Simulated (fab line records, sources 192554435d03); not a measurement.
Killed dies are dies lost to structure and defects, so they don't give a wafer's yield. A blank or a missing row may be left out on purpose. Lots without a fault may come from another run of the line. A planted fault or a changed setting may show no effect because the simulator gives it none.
Chamber matching | flow n5_finfet | N5_BEOL_M0_SAQP_SPACER1_ALD_98 on ald_sin-03: 4 sister chambers
The step deposits SiO2, target thk 12.8 nm, pulse time 1 s, purge time 2 s. 8 wafers are shown with their chamber, then 11 later ones without.

WAFERS WITH THEIR CHAMBER
wafer  | chamber | heater_power_outer_w (W) | heater_power_w (W)
L076.5 | 0       | 288                      | 542
L081.1 | 1       | 227                      | 424
L081.2 | 0       | 284                      | 535
L081.5 | 3       | 221                      | 393
L082.3 | 3       | 223                      | 380
L085.2 | 1       | 221                      | 422
L085.5 | 2       | 324                      | 557
L087.1 | 2       | 310                      | 575

WAFERS WITHOUT THEIR CHAMBER
wafer  | heater_power_outer_w (W) | heater_power_w (W)
L087.4 | 226                      | 417
L087.5 | 287                      | 533
L088.2 | 325                      | 576
L088.4 | 220                      | 380
L088.5 | 220                      | 369
L095.3 | 316                      | 570
L095.5 | 216                      | 390
L095.6 | 295                      | 528
L096.1 | 322                      | 571
L096.4 | 217                      | 393
L096.5 | 219                      | 421

WHICH CHAMBER EACH WENT THROUGH
wafer  | from the rows above | in truth
L087.4 | 1                   | 1
L087.5 | 0                   | 0
L088.2 | 2                   | 2
L088.4 | 3                   | 3
L088.5 | 3                   | 3
L095.3 | 2                   | 2
L095.5 | 3                   | 3
L095.6 | 0                   | 0
L096.1 | 2                   | 2
L096.4 | 3                   | 3
L096.5 | 1                   | 1
Placed correctly: 11 of 11. Can't be placed from these rows: 0. Placed wrongly: 0.
How it was worked out, from the rows above alone: a wafer's distance from a chamber is the root of the sum, over the readings, of the square of ((its reading less the chamber's mean) divided by the reading's scatter). The wafer belongs to the nearest chamber; if the next one is less than 2 further off, it can't be placed. A chamber's mean is the mean of its shown wafers. The scatter: the root of (the sum of the squares of (reading less its chamber's mean) over the shown wafers, divided by (wafers less chambers)).
